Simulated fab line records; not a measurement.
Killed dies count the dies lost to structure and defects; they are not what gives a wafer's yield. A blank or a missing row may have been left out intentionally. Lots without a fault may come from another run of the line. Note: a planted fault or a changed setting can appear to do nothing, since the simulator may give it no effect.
fab line records    flow n5-finfet
[record] lots = 9  wafers = 27  last-day = 18
route steps=1938 shown SD_EPI_N@289 SD_EPI_P@321 SD_ACTIVATION@332 ILD0@335 BEOL_M4@1111 PASSIVATION@1936
lots that met no fault: taken from a fault-free run of the same line
start-h: start of the lot's first displayed wafer, in hours after the record's first day    wait-h: hours since the lot's step before    " same as the row above    L1.1+2: a row that stands for several wafers    - value missing, or start not given    * or withheld: withheld    < > ~ a bound
route shown NAME@n: a module of which the file shows steps, and the number in the route of the first    usual: mean/standard deviation taken from wafers without a fault    same: alike in all rows    chamber/n: place in a boat    sites: per-site readings    _std_site: the values' standard deviation    _edge_site: outer sites' mean less inner sites'    radius-mm: for every site, how far away it sits from the centre of the wafer    mask NAME#n: copy n    behind: tool/chamber where the wafer was last shaped    hold: why the lot went on hold/how many hours it stayed there/how the hold came to an end    device: the n, p or np transistor that did not switch    end of line: the tests these same wafers got at the end of their route    step lacking rows: just its recipe    killed: the dies lost at the first sort to structure and to defects; this is not the yield of the wafer    map: shows each die of a wafer: x if killed, . if not, _ if none is there
set.NAME: the setting the step ran with; set.NAME@STEP: the setting that earlier step ran with    model.NAME: the simulator's own value behind a step, which no gauge read
route steps across a sampled set of lots; one table per step, one row per wafer
services: when a tool's chamber went out of use (start-h, in hours from the record's first day, below 0 if earlier), for how many hours, and the reason
[[steps]]
[step N5_SD_EPI_N_EPI_MEAS_23]
[recipe] mode = xrd
[usual] thk-nm = 58.9/1.2
lot.wafer  tool           chamber  start-h  wait-h  thk-nm
L364.3     film-metro-01  -        54.46    0.9     60.9
L364.5     "              -        "        "       60.2
L364.6     "              -        "        "       59.2
L366.1     film-metro-02  -        64.93    1.4     58.5
L366.4     "              -        "        "       59.0
L366.5     "              -        "        "       59.7
L368.1     film-metro-01  -        80.02    2.5     57.9
L368.5     "              -        "        "       58.8
L368.6     "              -        "        "       59.1
L370.1     film-metro-02  -        90.25    1.4     58.3
L370.3     "              -        "        "       57.1
L370.6     "              -        "        "       58.4
L371.1     film-metro-01  -        95.98    1.9     60.2
L371.2     "              -        "        "       58.4
L371.5     "              -        "        "       59.4
L373.2     film-metro-01  -        107.14   1.5     58.5
L373.4     "              -        "        "       58.9
L373.6     "              -        "        "       59.7
L383.1     film-metro-02  -        169.48   1.4     59.6
L383.4     "              -        "        "       58.1
L383.6     "              -        "        "       59.8
L384.2     film-metro-02  -        174.66   1.5     58.9
L384.4     "              -        "        "       57.9
L384.5     "              -        "        "       59.0
L387.1     film-metro-02  -        192.26   1.5     60.0
L387.5     "              -        "        "       60.2
L387.6     "              -        "        "       59.8
[step N5_SD_EPI_N_LINER_46]
[recipe] material = SiNx  target-thk-a = 30  temp-c = 400  ald-precursor-family = SiH2I2  ald-co-reactant = N2/H2-plasma  pressure-torr = 2
[usual] heater-power-w = 840/84
lot.wafer  tool        chamber  start-h  wait-h  heater-power-w
L364.3     ald-sin-02  0        54.79    0.1     720
L364.5     "           0        "        "       714
L364.6     "           1        "        "       844
L366.1     ald-sin-01  0        65.23    0.2     778
L366.4     "           2        "        "       991
L366.5     "           3        "        "       779
L368.1     ald-sin-04  2        80.39    0.2     839
L368.5     "           2        "        "       867
L368.6     "           3        "        "       807
L370.1     ald-sin-02  0        90.72    0.3     726
L370.3     "           2        "        "       879
L370.6     "           1        "        "       853
L371.1     ald-sin-02  1        97.12    1.0     861
L371.2     "           3        "        "       889
L371.5     "           2        "        "       872
L373.2     ald-sin-02  1        107.44   0.1     834
L373.4     "           2        "        "       864
L373.6     "           0        "        "       730
L383.1     ald-sin-04  2        169.79   0.2     872
L383.4     "           3        "        "       840
L383.6     "           3        "        "       853
L384.2     ald-sin-04  3        174.96   0.1     842
L384.4     "           1        "        "       1034
L384.5     "           3        "        "       836
L387.1     ald-sin-02  3        192.80   0.4     889
L387.5     "           0        "        "       719
L387.6     "           1        "        "       868
[step N5_SD_EPI_P_EPI_21]
[recipe] material = SiGe:B  dopant = B  temp-c = 550  pressure-torr = 20  ambient = H2  time-s = 355
[usual] chamber-pressure-Torr = 20.00/0.041
lot.wafer  tool          chamber  start-h  wait-h  chamber-pressure-Torr
L364.3     epi-rpcvd-02  0        58.13    0.8     19.95
L364.5     "             0        "        "       20.01
L364.6     "             0        "        "       19.92
L366.1     epi-rpcvd-02  0        67.21    0.1     20.00
L366.4     "             0        68.29    1.1     19.99
L366.5     "             0        "        "       20.01
L368.1     epi-rpcvd-04  0        83.00    0.1     19.98
L368.5     "             0        84.44    1.5     20.07
L368.6     "             0        "        "       20.05
L370.1     epi-rpcvd-02  0        92.68    0.1     20.07
L370.3     "             0        "        "       19.91
L370.6     "             0        94.48    1.8     19.99
L371.1     epi-rpcvd-02  0        99.77    0.1     19.97
L371.2     "             0        "        "       19.98
L371.5     "             0        101.21   1.5     20.04
L373.2     epi-rpcvd-02  0        109.89   0.5     20.07
L373.4     "             0        "        "       20.02
L373.6     "             0        "        "       19.99
L383.1     epi-rpcvd-02  0        172.08   0.1     8.70
L383.4     "             0        173.16   1.1     8.74
L383.6     "             0        "        "       8.60
L384.2     epi-rpcvd-02  0        177.40   0.5     8.74
L384.4     "             0        "        "       8.75
L384.5     "             0        "        "       8.72
L387.1     epi-rpcvd-01  0        194.88   0.2     20.00
L387.5     "             0        196.80   2.0     20.02
L387.6     "             0        "        "       20.03
[step N5_SD_EPI_P_EPI_MEAS_23]
[recipe] mode = xrd
[usual] thk-nm = 60.9/1.4
lot.wafer  tool           chamber  start-h  wait-h  thk-nm
L364.3     film-metro-02  -        59.61    1.1     63.1
L364.5     "              -        "        "       61.9
L364.6     "              -        "        "       60.7
L366.1     film-metro-02  -        69.41    1.8     59.0
L366.4     "              -        "        "       58.0
L366.5     "              -        "        "       62.6
L368.1     film-metro-02  -        85.20    1.8     63.5
L368.5     "              -        "        "       62.1
L368.6     "              -        "        "       63.9
L370.1     film-metro-01  -        94.88    1.8     59.6
L370.3     "              -        "        "       59.9
L370.6     "              -        "        "       62.5
L371.1     film-metro-02  -        101.96   1.8     60.2
L371.2     "              -        "        "       59.2
L371.5     "              -        "        "       61.3
L373.2     film-metro-01  -        111.73   1.5     60.2
L373.4     "              -        "        "       57.9
L373.6     "              -        "        "       60.3
L383.1     film-metro-02  -        174.27   1.8     41.3
L383.4     "              -        "        "       44.3
L383.6     "              -        "        "       44.4
L384.2     film-metro-02  -        179.24   1.5     42.5
L384.4     "              -        "        "       43.5
L384.5     "              -        "        "       45.5
L387.1     film-metro-01  -        197.80   2.4     62.3
L387.5     "              -        "        "       62.8
L387.6     "              -        "        "       63.2
[step N5_SD_ACTIVATION_RS_MEAS_03]
[recipe] thk-meas-gauge = four-point-probe
[usual] RS_SD_N = 21.97/0.28  RS_SD_P = 56.2/1.1
lot.wafer  tool           chamber  start-h  wait-h  RS_SD_N[ohm/sq]  RS_SD_P[ohm/sq]
L364.3     film-metro-02  -        60.26    0.2     21.69            54.5
L364.5     "              -        "        "       21.99            55.5
L364.6     "              -        "        "       22.05            55.3
L366.1     film-metro-02  -        70.01    0.2     21.47            57.0
L366.4     "              -        "        "       21.53            57.4
L366.5     "              -        "        "       21.56            57.1
L368.1     film-metro-01  -        85.81    0.2     22.07            54.1
L368.5     "              -        "        "       21.94            55.0
L368.6     "              -        "        "       22.20            54.3
L370.1     film-metro-02  -        95.48    0.2     22.19            56.5
L370.3     "              -        "        "       22.38            56.8
L370.6     "              -        "        "       22.03            55.9
L371.1     film-metro-01  -        102.73   0.2     22.14            57.4
L371.2     "              -        "        "       22.32            58.0
L371.5     "              -        "        "       21.73            58.4
L373.2     film-metro-02  -        112.52   0.2     22.00            56.9
L373.4     "              -        "        "       21.96            58.0
L373.6     "              -        "        "       21.69            57.0
L383.1     film-metro-02  -        174.97   0.2     21.96            102.1
L383.4     "              -        "        "       22.26            101.2
L383.6     "              -        "        "       21.84            102.0
L384.2     film-metro-01  -        179.90   0.2     22.39            97.9
L384.4     "              -        "        "       22.21            97.9
L384.5     "              -        "        "       22.02            98.0
L387.1     film-metro-02  -        198.40   0.2     21.89            54.4
L387.5     "              -        "        "       21.98            54.1
L387.6     "              -        "        "       22.11            54.7
[step N5_ILD0_LINER_00]
[recipe] material = SiNx  target-thk-a = 40  temp-c = 400  ald-precursor-family = SiH2I2  ald-co-reactant = N2/H2-plasma  pulse-time-s = 1  purge-time-s = 2  co-reactant-purge-time-s = 2  ald-cycles = 80  pressure-torr = 2
[usual] heater-power-w = 865/120  precursor-pulse-height-rel = 0.996/0.019
lot.wafer  tool        chamber  start-h  wait-h  heater-power-w  precursor-pulse-height-rel
L364.3     ald-sin-04  0        60.58    0.0     943             0.997
L364.5     "           1        "        "       1000            0.961
L364.6     "           2        "        "       861             1.021
L366.1     ald-sin-01  0        70.49    0.2     784             0.982
L366.4     "           1        "        "       779             0.973
L366.5     "           0        "        "       756             1.031
L368.1     ald-sin-04  0        86.16    0.0     950             0.980
L368.5     "           2        "        "       859             1.028
L368.6     "           1        "        "       994             0.955
L370.1     ald-sin-03  0        96.74    0.9     921             1.018
L370.3     "           2        "        "       1012            0.984
L370.6     "           2        "        "       1012            1.002
L371.1     ald-sin-03  3        103.09   0.0     663             0.989
L371.2     "           2        "        "       1013            0.981
L371.5     "           1        "        "       721             0.994
L373.2     ald-sin-04  3        112.86   0.0     851             0.987
L373.4     "           2        "        "       835             1.009
L373.6     "           2        "        "       855             1.001
L383.1     ald-sin-01  3        175.33   0.0     757             0.986
L383.4     "           2        "        "       954             0.979
L383.6     "           2        "        "       953             1.006
L384.2     ald-sin-03  2        180.27   0.1     1028            0.997
L384.4     "           3        "        "       693             1.043
L384.5     "           1        "        "       762             1.002
L387.1     ald-sin-03  1        198.76   0.0     754             1.016
L387.5     "           1        "        "       737             0.985
L387.6     "           0        "        "       970             0.998
[step N5_BEOL_M4_RC_MEAS_101]
[usual] DIBL_N = 36.0/2.5  DIBL_P = 36.7/3  IOFF_N = 0.16/0.043  IOFF_P = 0.21/0.049  ION_N = 673/15  ION_P = 461/9.8  RC_DENSE_P = 23.5/0.53  RC_P = 19.2/0.43  REXT_P = 100.2/3  RS_SD_P = 65.9/1.3  SS_N = 71.5/0.83  SS_P = 73.4/0.83  VT_N = 250/4  VT_P = -251/4  VT_P_LVT = -99/3.3
lot.wafer  tool       chamber  start-h  wait-h  DIBL_N[mV/V]  DIBL_P[mV/V]  IOFF_N[nA/um]  IOFF_P[nA/um]  ION_N[uA/um]  ION_P[uA/um]  RC_DENSE_P[ohm.um]  RC_P[ohm.um]  REXT_P[ohm.um]  RS_SD_P[ohm/sq]  SS_N[mV/dec]  SS_P[mV/dec]  VT_N[mV]  VT_P[mV]  VT_P_LVT[mV]
L364.3     prober-01  0        161.37   0.3     32.1          33.7          0.12           0.18           657           456           22.9                18.6          98.5            64.7             70.5          72.6          254       -254      -98
L364.5     "          0        "        "       33.0          33.8          0.14           0.18           671           459           22.7                18.6          98.4            65.8             71.7          72.8          254       -254      -99
L364.6     "          0        "        "       31.8          33.3          0.12           0.17           663           459           23.7                19.6          99.0            65.3             70.7          72.1          252       -250      -99
L366.1     prober-02  0        180.56   0.0     36.6          37.3          0.18           0.19           697           468           24.0                19.5          101.5           66.8             71.9          74.1          248       -254      -101
L366.4     "          0        "        "       38.3          38.7          0.20           0.22           686           459           23.4                18.9          101.4           67.0             72.2          74.5          247       -251      -99
L366.5     "          0        "        "       34.3          34.4          0.13           0.16           676           463           23.6                19.3          101.5           66.2             70.9          73.0          254       -255      -103
L368.1     prober-01  0        186.86   0.0     29.9          30.0          0.09           0.13           677           470           24.1                19.6          102.5           63.6             69.7          71.6          256       -257      -103
L368.5     "          0        "        "       35.4          36.9          0.16           0.22           671           467           23.4                19.4          102.5           64.1             71.6          72.5          245       -249      -98
L368.6     "          0        "        "       32.0          32.9          0.11           0.17           675           475           24.1                19.3          100.1           63.6             71.5          71.8          254       -250      -101
L370.1     prober-01  0        199.92   0.0     34.7          36.8          0.13           0.22           668           469           24.6                20.1          98.6            66.2             71.1          74.0          250       -248      -97
L370.3     "          0        "        "       39.3          41.9          0.24           0.32           697           476           24.5                19.9          99.7            66.5             72.0          74.6          244       -243      -92
L370.6     "          0        "        "       35.2          37.8          0.14           0.23           660           461           24.5                20.0          100.0           65.2             70.2          74.2          253       -248      -97
L371.1     prober-02  0        212.67   0.0     30.3          32.5          0.10           0.14           645           441           24.5                19.8          104.3           67.4             71.2          71.8          256       -257      -103
L371.2     "          0        "        "       31.6          34.5          0.12           0.16           651           453           24.7                19.9          102.4           67.7             70.9          72.6          252       -254      -100
L371.5     "          0        "        "       36.3          39.7          0.23           0.26           681           464           23.7                19.3          102.8           69.2             73.6          73.7          244       -246      -95
L373.2     prober-01  0        218.24   0.2     39.2          43.4          0.28           0.32           689           470           22.6                18.6          101.9           67.0             72.0          75.1          242       -244      -93
L373.4     "          0        "        "       35.1          35.1          0.17           0.18           666           456           24.2                19.8          105.3           68.3             71.2          73.2          249       -254      -101
L373.6     "          0        "        "       33.3          35.7          0.13           0.17           677           463           24.4                20.0          103.6           66.7             69.9          72.6          251       -254      -100
L383.1     prober-02  0        288.27   0.0     33.7          34.6          0.12           0.10           674           416           27.9                23.1          136.6           117.2            71.4          72.4          255       -270      -118
L383.4     "          0        "        "       35.5          36.4          0.15           0.11           679           418           26.8                22.1          136.2           115.2            71.3          73.3          250       -266      -116
L383.6     "          0        "        "       37.5          37.8          0.17           0.12           666           404           28.3                23.0          137.3           116.0            72.2          73.6          253       -266      -116
L384.2     prober-01  0        296.14   0.2     37.2          37.9          0.19           0.15           677           421           27.8                22.4          138.0           113.2            71.9          73.1          248       -261      -110
L384.4     "          0        "        "       33.4          33.1          0.13           0.11           662           419           28.0                22.7          137.8           113.5            70.9          72.4          253       -263      -112
L384.5     "          0        "        "       34.2          33.6          0.15           0.12           682           428           27.1                22.1          136.9           113.0            71.5          72.2          246       -262      -111
L387.1     prober-01  0        325.33   0.0     35.6          36.6          0.14           0.17           672           454           23.2                18.7          96.3            63.6             71.1          72.9          252       -256      -102
L387.5     "          0        "        "       37.2          38.3          0.17           0.19           683           463           22.9                18.8          96.4            63.4             71.8          73.6          251       -254      -100
L387.6     "          0        "        "       35.3          36.1          0.13           0.16           650           445           24.1                19.5          98.3            63.3             70.9          73.2          254       -258      -102
[step N5_PASSIVATION_PROBE_49]
[usual] defect-limited-yield = 91.1/1.5  killed_at_M0_to_M3 = 37/11  killed_at_M4_up = 13/5.6  killed-at-contacts = 12/5.6  killed-at-front-end = 39/11  killed-at-other = 4/3.1  killed-dies = 105/18  killed-on-rim = 14/3.8  killed-open = 69/13  killed-short = 35/7.4  sort_bin_4_leakage = 0.00/0.022  sort_bin_5_function = 5.1/0.92  sort_bin_6_memory = 3.4/0.76  sort_bin_8_speed = 0.02/0.11  sort-n-pass = 1075/18  sort-yield-pct = 91.1/1.5
[same] gross-dies = 1180  killed-at-back-side = 0
lot.wafer  tool       chamber  start-h  wait-h  defect-limited-yield[%]  killed_at_M0_to_M3  killed_at_M4_up  killed-at-contacts  killed-at-front-end  killed-at-other  killed-dies  killed-on-rim  killed-open  killed-short  sort_bin_4_leakage[%]  sort_bin_5_function[%]  sort_bin_6_memory[%]  sort_bin_8_speed[%]  sort-n-pass  sort-yield-pct[%]
L368.1     prober-02  -        290.58   0.0     91.1                     52                  7                20                  25                   1                105          14             71           34            0                      5.3                     3.6                   0                    1075         91.1
L368.5     prober-02  -        290.78   0.2     92.5                     33                  11               12                  27                   6                89           17             55           33            0                      4.3                     2.7                   0                    1091         92.5
L368.6     prober-02  -        290.83   0.3     88.4                     55                  21               7                   50                   4                137          18             82           46            0                      6.5                     4.2                   0                    1043         88.4
L370.1     prober-01  -        301.72   0.0     89.0                     44                  11               10                  59                   6                130          15             86           42            0                      6.7                     4.1                   0                    1050         89.0
L370.3     prober-01  -        301.82   0.1     90.3                     38                  18               8                   44                   6                114          16             70           42            0                      5.8                     3.5                   0                    1066         90.3
L370.6     prober-01  -        301.97   0.3     90.3                     32                  13               12                  48                   9                114          13             65           47            0                      5.3                     4.2                   0                    1066         90.3
L373.2     prober-01  -        315.89   0.1     88.9                     47                  8                16                  53                   7                131          20             82           47            0.25                   5.9                     4.6                   0                    1046         88.6
L373.4     prober-01  -        315.99   0.2     89.7                     44                  11               15                  46                   5                121          13             86           34            0                      6.0                     3.8                   0                    1059         89.7
L373.6     prober-01  -        316.09   0.3     90.8                     37                  4                10                  50                   8                109          9              54           54            0                      5.6                     2.9                   0                    1071         90.8
L383.1     prober-02  -        391.82   0.0     87.7                     68                  7                11                  53                   6                145          24             104          41            0                      7.5                     4.2                   82.37                63           5.3
L383.4     prober-02  -        391.97   0.2     88.2                     48                  21               14                  51                   5                139          21             94           43            0                      7.5                     3.6                   76.36                140          11.9
L383.6     prober-02  -        392.07   0.3     90.8                     42                  22               7                   37                   0                108          9              71           37            0                      5.8                     2.8                   90.85                0            0
L384.2     prober-02  -        406.93   0.1     91.1                     32                  33               9                   30                   1                105          15             67           34            0                      5.3                     3.3                   74.32                198          16.8
L384.4     prober-02  -        407.03   0.2     90.9                     38                  20               9                   37                   3                107          11             77           29            0                      5.9                     3.1                   84.92                71           6.0
L384.5     prober-02  -        407.08   0.2     91.4                     44                  20               4                   27                   6                101          19             68           32            0                      5.1                     3.3                   45.93                537          45.5
L387.1     prober-02  -        433.20   0.0     90.0                     42                  13               9                   53                   1                118          15             77           41            0                      6.6                     3.0                   0                    1062         90.0
L387.5     prober-02  -        433.40   0.2     89.1                     52                  10               9                   56                   2                129          10             86           40            0                      5.6                     4.8                   0                    1051         89.1
L387.6     prober-02  -        433.45   0.3     88.1                     60                  20               10                  49                   1                140          17             88           51            0                      5.8                     5.7                   0                    1040         88.1
// killed by level:class
L368.1 MOL_CONTACT_COAG:geometric-particle:open=17 BEOL_M1:geometric-particle:open=13 BEOL_M3:geometric-particle:short=10 BEOL_M0_SAQP:geometric-particle:open=9 FIN_SAQP:geometric-particle:open=6 FIN_SAQP:geometric-particle:short=5 DUMMY_GATE:geometric-particle:open=5 BEOL_M2:geometric-particle:open=5
L368.5 MOL_CONTACT_COAG:geometric-particle:open=10 BEOL_M2:geometric-particle:open=9 BEOL_M4:geometric-particle:open=6 BEOL_M0_SAQP:geometric-particle:short=6 BEOL_M1:geometric-particle:open=6 STI_FIN_REVEAL:geometric-particle:open=5 BEOL_M3:geometric-particle:short=5 ILD0:geometric-particle:short=4
L368.6 BEOL_M1:geometric-particle:open=17 BEOL_M4:geometric-particle:open=12 BEOL_M0_SAQP:geometric-particle:open=8 HKMG_FIN:area-etch=8 FIN_SAQP:geometric-particle:open=7 STI_FIN_REVEAL:geometric-particle:open=7 BEOL_M0_SAQP:geometric-particle:short=7 BEOL_M4:geometric-particle:short=6
L370.1 STI_FIN_REVEAL:geometric-particle:open=16 FIN_SAQP:geometric-particle:open=15 FIN_SAQP:geometric-particle:short=12 BEOL_M0_SAQP:geometric-particle:open=12 BEOL_M0_SAQP:geometric-particle:short=10 BEOL_M3:geometric-particle:open=9 MOL_CONTACT_COAG:geometric-particle:open=7 GATE_CUT:geometric-particle:short=5
L370.3 FIN_SAQP:geometric-particle:short=15 BEOL_M2:geometric-particle:open=13 FIN_SAQP:geometric-particle:open=9 STI_FIN_REVEAL:geometric-particle:open=9 BEOL_M0_SAQP:geometric-particle:short=7 MOL_CONTACT_COAG:geometric-particle:open=6 BEOL_M0_SAQP:geometric-particle:open=6 DUMMY_GATE:geometric-particle:open=4
L370.6 FIN_SAQP:geometric-particle:short=19 FIN_SAQP:geometric-particle:open=10 MOL_CONTACT_COAG:geometric-particle:open=10 BEOL_M0_SAQP:geometric-particle:open=9 BEOL_M0_SAQP:geometric-particle:short=6 BEOL_M3:geometric-particle:open=6 MIM_TOP_ETCH:geometric-particle:short=5 GATE_CUT:geometric-particle:short=4
L373.2 FIN_SAQP:geometric-particle:open=16 FIN_SAQP:geometric-particle:short=15 BEOL_M0_SAQP:geometric-particle:open=14 MOL_CONTACT_COAG:geometric-particle:open=13 BEOL_M0_SAQP:geometric-particle:short=10 STI_FIN_REVEAL:geometric-particle:open=9 BEOL_M2:geometric-particle:short=7 BEOL_M2:geometric-particle:open=7
L373.4 FIN_SAQP:geometric-particle:open=14 MOL_CONTACT_COAG:geometric-particle:open=13 BEOL_M0_SAQP:geometric-particle:short=9 FIN_SAQP:geometric-particle:short=8 BEOL_M0_SAQP:geometric-particle:open=8 BEOL_M3:geometric-particle:open=8 STI_FIN_REVEAL:geometric-particle:open=7 STI_FIN_REVEAL:geometric-particle:short=5
L373.6 FIN_SAQP:geometric-particle:short=18 BEOL_M0_SAQP:geometric-particle:open=10 MOL_CONTACT_COAG:geometric-particle:open=8 BEOL_M0_SAQP:geometric-particle:short=8 GATE_CUT:geometric-particle:short=6 FIN_SAQP:geometric-particle:open=5 STI_FIN_REVEAL:geometric-particle:open=5 STARTING-WAFER:geometric-particle:short=5
L383.1 STI_FIN_REVEAL:geometric-particle:open=22 BEOL_M1:geometric-particle:open=16 BEOL_M0_SAQP:geometric-particle:short=12 BEOL_M2:geometric-particle:open=11 BEOL_M0_SAQP:geometric-particle:open=10 FIN_SAQP:geometric-particle:open=9 DUMMY_GATE:geometric-particle:open=9 BEOL_M3:geometric-particle:open=9
L383.4 FIN_SAQP:geometric-particle:open=17 BEOL_M0_SAQP:geometric-particle:open=13 BEOL_M0_SAQP:geometric-particle:short=12 DUMMY_GATE:geometric-particle:open=12 MOL_CONTACT_COAG:geometric-particle:open=12 BEOL_M4:geometric-particle:open=10 FIN_SAQP:geometric-particle:short=7 STI_FIN_REVEAL:geometric-particle:open=7
L383.6 BEOL_M4:geometric-particle:open=10 BEOL_M2:geometric-particle:short=9 BEOL_M0_SAQP:geometric-particle:open=8 BEOL_M1:geometric-particle:open=8 FIN_SAQP:geometric-particle:open=7 STI_FIN_REVEAL:geometric-particle:open=7 GATE_CUT:geometric-particle:short=6 MOL_CONTACT_COAG:geometric-particle:open=6
L384.2 BEOL_M4:geometric-particle:open=18 BEOL_M0_SAQP:geometric-particle:short=8 FIN_SAQP:geometric-particle:short=7 FIN_SAQP:geometric-particle:open=7 STI_FIN_REVEAL:geometric-particle:open=7 BEOL_M0_SAQP:geometric-particle:open=7 BEOL_M4:geometric-particle:short=6 MOL_CONTACT_COAG:geometric-particle:open=5
L384.4 BEOL_M1:geometric-particle:open=17 BEOL_M4:geometric-particle:open=15 FIN_SAQP:geometric-particle:short=8 MOL_CONTACT_COAG:geometric-particle:open=6 STI_FIN_REVEAL:geometric-particle:open=6 DUMMY_GATE:geometric-particle:open=6 BEOL_M0_SAQP:geometric-particle:short=5 BEOL_M0_SAQP:geometric-particle:open=5
L384.5 BEOL_M4:geometric-particle:open=10 BEOL_M0_SAQP:geometric-particle:open=9 FIN_SAQP:geometric-particle:open=8 BEOL_M1:geometric-particle:open=8 FIN_SAQP:geometric-particle:short=7 BEOL_M3:geometric-particle:open=7 BEOL_M0_SAQP:geometric-particle:short=6 BEOL_M2:geometric-particle:open=6
L387.1 FIN_SAQP:geometric-particle:open=14 BEOL_M0_SAQP:geometric-particle:short=12 BEOL_M0_SAQP:geometric-particle:open=11 FIN_SAQP:geometric-particle:short=9 BEOL_M3:geometric-particle:open=9 STI_FIN_REVEAL:geometric-particle:open=6 DUMMY_GATE:geometric-particle:open=6 GATE_CUT:geometric-particle:short=6
L387.5 FIN_SAQP:geometric-particle:open=18 STI_FIN_REVEAL:geometric-particle:open=13 BEOL_M0_SAQP:geometric-particle:open=13 BEOL_M0_SAQP:geometric-particle:short=13 BEOL_M3:geometric-particle:open=8 FIN_SAQP:geometric-particle:short=7 MOL_CONTACT_COAG:geometric-particle:open=7 BEOL_M2:geometric-particle:open=6
L387.6 BEOL_M0_SAQP:geometric-particle:open=18 FIN_SAQP:geometric-particle:short=12 BEOL_M0_SAQP:geometric-particle:short=12 BEOL_M3:geometric-particle:open=11 BEOL_M1:geometric-particle:open=10 FIN_SAQP:geometric-particle:open=9 STI_FIN_REVEAL:geometric-particle:open=8 BEOL_M4:geometric-particle:open=7
[[services]]
tool          chamber  start-h  hours  kind
ald-sin-03    -        42.67    4.3    pm
ald-sin-01    -        85.25    14.0   pm
ald-sin-01    0        85.25    14.0   vent-cycle
ald-sin-01    1        85.25    14.0   vent-cycle
ald-sin-01    2        85.25    19.8   vent-cycle
ald-sin-01    3        85.25    14.0   vent-cycle
epi-rpcvd-04  -        89.26    18.4   repair
ald-sin-01    0        99.25    -      clean
ald-sin-01    1        99.25    -      clean
ald-sin-01    3        99.25    -      clean
epi-rpcvd-04  -        107.67   2.8    pm
ald-sin-01    -        145.61   14.6   pm
ald-sin-02    2        161.86   7.6    repair
ald-sin-01    0        163.64   3.5    repair
ald-sin-04    -        179.19   14.0   pm
ald-sin-04    0        179.19   14.0   vent-cycle
ald-sin-04    1        179.19   14.0   vent-cycle
ald-sin-04    2        179.19   14.0   vent-cycle
ald-sin-04    3        179.19   14.0   vent-cycle
ald-sin-04    0        193.19   -      clean
ald-sin-04    1        193.19   -      clean
ald-sin-04    2        193.19   -      clean
ald-sin-04    3        193.19   -      clean
[[key]]
[first-sign] step = N5_SD_EPI_P_EPI_21  reading = chamber-pressure-Torr  direction = down  sigmas = 99+  usual = 20.00  struck = 8.71
[effect] step = N5_SD_EPI_P_EPI_MEAS_23  reading = thk-nm  direction = down  sigmas = 12  usual = *  struck = *
[effect] step = N5_SD_ACTIVATION_RS_MEAS_03  reading = RS_SD_P  direction = up  sigmas = 38  usual = 56.2  struck = 99.8
[effect] step = N5_BEOL_M4_RC_MEAS_101  reading = RS_SD_P  direction = up  sigmas = 38  usual = 65.9  struck = 114.7
[effect] step = N5_BEOL_M4_RC_MEAS_101  reading = REXT_P  direction = up  sigmas = 12  usual = 100.2  struck = 137.1
[effect] step = N5_BEOL_M4_RC_MEAS_101  reading = RC_P  direction = up  sigmas = 7.9  usual = 19.2  struck = 22.6
[effect] step = N5_BEOL_M4_RC_MEAS_101  reading = RC_DENSE_P  direction = up  sigmas = 7.8  usual = 23.5  struck = 27.7
[effect] step = N5_BEOL_M4_RC_MEAS_101  reading = VT_P_LVT  direction = down  sigmas = 4.4  usual = -99  struck = -114
[effect] step = N5_BEOL_M4_RC_MEAS_101  reading = ION_P  direction = down  sigmas = 4.4  usual = 461  struck = 418
[effect] step = N5_BEOL_M4_RC_MEAS_101  reading = VT_P  direction = down  sigmas = 3.5  usual = -251  struck = -265
[effect] step = N5_BEOL_M4_RC_MEAS_101  reading = IOFF_P  direction = down  sigmas = 1.9  usual = 0.21  struck = 0.12  wafers-moved = 1
[effect] step = N5_PASSIVATION_PROBE_49  reading = sort_bin_8_speed  direction = up  sigmas = 99+  usual = 0.02  struck = 75.79
met-at N5_SD_EPI_P_EPI_21
struck-lots L383,L384
not-acting-at N5_SD_EPI_N_EPI_MEAS_23,N5_SD_EPI_N_LINER_46,N5_ILD0_LINER_00
onset-between 109.89 172.08
[fault] kind = process-parameter-drift  tool = epi-rpcvd-02  chamber = -  onset-h = 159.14  steps = N5_SD_EPI_P_EPI_21  channel = pressure-torr  offset = -11.295  shape = step  end-h = 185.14  acts-in = these-recipes-only  stated = 20
